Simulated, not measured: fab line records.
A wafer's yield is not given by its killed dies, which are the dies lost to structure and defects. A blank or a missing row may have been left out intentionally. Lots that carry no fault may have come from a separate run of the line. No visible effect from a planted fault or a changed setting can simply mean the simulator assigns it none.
Split-lot trial / flow n5Finfet / 21 wafers read from 7 lots, route of 1938 steps

== THE SPLIT ==
At N5_DUMMY_GATE_EXPOSE_12 (exposes mask GATE, target cd 25 nm), the setting doseMj was moved away from the recipe's 34 on 7 of the 21 wafers read, by -7.0% to +4.5%. For the rest of the wafers, this setting stayed at what the recipe calls for.

== FROM THE SPLIT TO THE READING: what the file shows between them, 16 steps ==
- N5_DUMMY_GATE_PEB_13: peb time 60 s
- N5_DUMMY_GATE_DEVELOP_14: develop time 30 s
- N5_DUMMY_GATE_CD_MEAS_15: target cd 25.8 nm
- N5_DUMMY_GATE_DESCUM_20: chemistry O2, time 6.2 s
- N5_DUMMY_GATE_ETCH_29: etches underlayer in N2/H2, target depth 13 nm
- N5_DUMMY_GATE_ETCH_36: etches SiARC in CF4, target depth 13 nm
- N5_DUMMY_GATE_ETCH_37: etches SOC in N2/H2, target depth 60 nm, overetch 30 nm
- N5_DUMMY_GATE_STRIP_38: strips in N2/H2
- N5_DUMMY_GATE_STRIP_39: strips in N2/H2
- N5_DUMMY_GATE_TRIM_49: chemistry O2, time 29 s, target cd 14 nm
- N5_DUMMY_GATE_STRIP_40: strips in CF4
- N5_DUMMY_GATE_CD_MEAS_50: target cd 14 nm
- N5_DUMMY_GATE_ETCH_31: etches SiO2 in C4F6/O2, target depth 82.5 nm, time 27.5 s
- N5_DUMMY_GATE_STRIP_41: strips in O2
- N5_DUMMY_GATE_ETCH_23: etches poly-Si in HBr/Cl2/O2, target depth 41 nm, time 22.3 s
- N5_DUMMY_GATE_ETCH_44: etches poly-Si in HBr/O2, stops on SiO2, target depth 127.5 nm

== THE READING ==
At N5_DUMMY_GATE_CD_MEAS_24: cdNm in nanometres, against a target cd of 15 nm. Typical for fault-free wafers on this fab line: 14.9 nm, with standard deviation 0.32 nm.

wafer=L074.1; tool, chamber at the split=euvScanner-01, 0; doseMj as run=35.1; against the recipe=+3.2%; cdNm, nm=14.9; against lot-mates on the recipe=-0.1
wafer=L074.3; tool, chamber at the split=euvScanner-01, 0; doseMj as run=35.1; against the recipe=+3.2%; cdNm, nm=14.4; against lot-mates on the recipe=-0.6
wafer=L074.6; tool, chamber at the split=euvScanner-01, 0; doseMj as run=34; against the recipe=recipe; cdNm, nm=15.0; against lot-mates on the recipe=-
wafer=L075.1; tool, chamber at the split=euvScanner-02, 0; doseMj as run=34; against the recipe=recipe; cdNm, nm=15.1; against lot-mates on the recipe=-
wafer=L075.2; tool, chamber at the split=euvScanner-02, 0; doseMj as run=34; against the recipe=recipe; cdNm, nm=14.7; against lot-mates on the recipe=-
wafer=L075.5; tool, chamber at the split=euvScanner-02, 0; doseMj as run=34; against the recipe=recipe; cdNm, nm=14.5; against lot-mates on the recipe=-
wafer=L077.1; tool, chamber at the split=euvScanner-01, 0; doseMj as run=34; against the recipe=recipe; cdNm, nm=14.9; against lot-mates on the recipe=-
wafer=L077.3; tool, chamber at the split=euvScanner-01, 0; doseMj as run=34; against the recipe=recipe; cdNm, nm=15.2; against lot-mates on the recipe=-
wafer=L077.6; tool, chamber at the split=euvScanner-01, 0; doseMj as run=31.63; against the recipe=-7.0%; cdNm, nm=16.4; against lot-mates on the recipe=+1.3
wafer=L083.2; tool, chamber at the split=euvScanner-02, 0; doseMj as run=32.09; against the recipe=-5.6%; cdNm, nm=16.2; against lot-mates on the recipe=+1.5
wafer=L083.5; tool, chamber at the split=euvScanner-02, 0; doseMj as run=34; against the recipe=recipe; cdNm, nm=14.8; against lot-mates on the recipe=-
wafer=L083.6; tool, chamber at the split=euvScanner-02, 0; doseMj as run=34; against the recipe=recipe; cdNm, nm=14.6; against lot-mates on the recipe=-
wafer=L088.1; tool, chamber at the split=euvScanner-02, 0; doseMj as run=34; against the recipe=recipe; cdNm, nm=14.4; against lot-mates on the recipe=-
wafer=L088.4; tool, chamber at the split=euvScanner-02, 0; doseMj as run=34; against the recipe=recipe; cdNm, nm=14.5; against lot-mates on the recipe=-
wafer=L088.5; tool, chamber at the split=euvScanner-02, 0; doseMj as run=34; against the recipe=recipe; cdNm, nm=14.8; against lot-mates on the recipe=-
wafer=L090.3; tool, chamber at the split=euvScanner-02, 0; doseMj as run=35.41; against the recipe=+4.1%; cdNm, nm=14.4; against lot-mates on the recipe=-0.7
wafer=L090.5; tool, chamber at the split=euvScanner-02, 0; doseMj as run=34; against the recipe=recipe; cdNm, nm=15.1; against lot-mates on the recipe=-
wafer=L090.6; tool, chamber at the split=euvScanner-02, 0; doseMj as run=35.41; against the recipe=+4.1%; cdNm, nm=14.1; against lot-mates on the recipe=-1.0
wafer=L093.1; tool, chamber at the split=euvScanner-01, 0; doseMj as run=34; against the recipe=recipe; cdNm, nm=15.1; against lot-mates on the recipe=-
wafer=L093.4; tool, chamber at the split=euvScanner-01, 0; doseMj as run=34; against the recipe=recipe; cdNm, nm=14.7; against lot-mates on the recipe=-
wafer=L093.5; tool, chamber at the split=euvScanner-01, 0; doseMj as run=35.54; against the recipe=+4.5%; cdNm, nm=14.4; against lot-mates on the recipe=-0.5

FIT RESULTS
A straight line over all 21 wafers: cdNm changes by -0.174 nm for each +1% of doseMj; r = -0.86; the points scatter about the line by 0.29 nm.
The same after taking each lot's own level away (the mean of its wafers on the recipe; 21 wafers): -0.191 nm for each +1%; r = -0.92; scatter 0.23 nm.
On that fit, the largest move of doseMj shifts the reading by 1.3 nm.
From 14.57 to 15.10 nm: that is the span of the lots' own levels, equal to 1.7 times the standard deviation above.
The two slopes are in agreement: the lot-to-lot level therefore moves the slope only a little.
Check: for one of the wafers moved furthest among these (-7.0%), held out of the fit, the line's prediction against its lot-mates is +1.42 nm. It came out at +1.35 nm against them.

== THE WHOLE CHAIN: every reading that the file lists as answering this split, in the file's order ==
step=N5_DUMMY_GATE_CD_MEAS_15; what it does=target cd 25.8 nm; reading=cdNm; change (the file's fit)=-0.2 nm for each +1% of the setting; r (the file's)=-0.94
step=N5_DUMMY_GATE_TRIM_49; what it does=chemistry O2, time 29 s, target cd 14 nm; reading=DUMMY_GATE.cdNm (the simulator's own value, which no gauge read); change (the file's fit)=-0.215 nm for each +1% of the setting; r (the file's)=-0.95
step=N5_DUMMY_GATE_CD_MEAS_50; what it does=target cd 14 nm; reading=cdNm; change (the file's fit)=-0.209 nm for each +1% of the setting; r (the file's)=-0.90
step=N5_DUMMY_GATE_CD_MEAS_24; what it does=target cd 15 nm; reading=cdNm; change (the file's fit)=-0.194 nm for each +1% of the setting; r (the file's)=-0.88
step=N5_DUMMY_GATE_ETCH_42; what it does=etches SiO2 in CHF3/O2, target depth 3.5 nm, time 31 s; reading=DUMMY_GATE.cdNm (the simulator's own value, which no gauge read); change (the file's fit)=-0.216 nm for each +1% of the setting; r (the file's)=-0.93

== FILE'S OWN FIT ==
cdNm changes by -0.194 nm for each +1% of doseMj, r = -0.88.
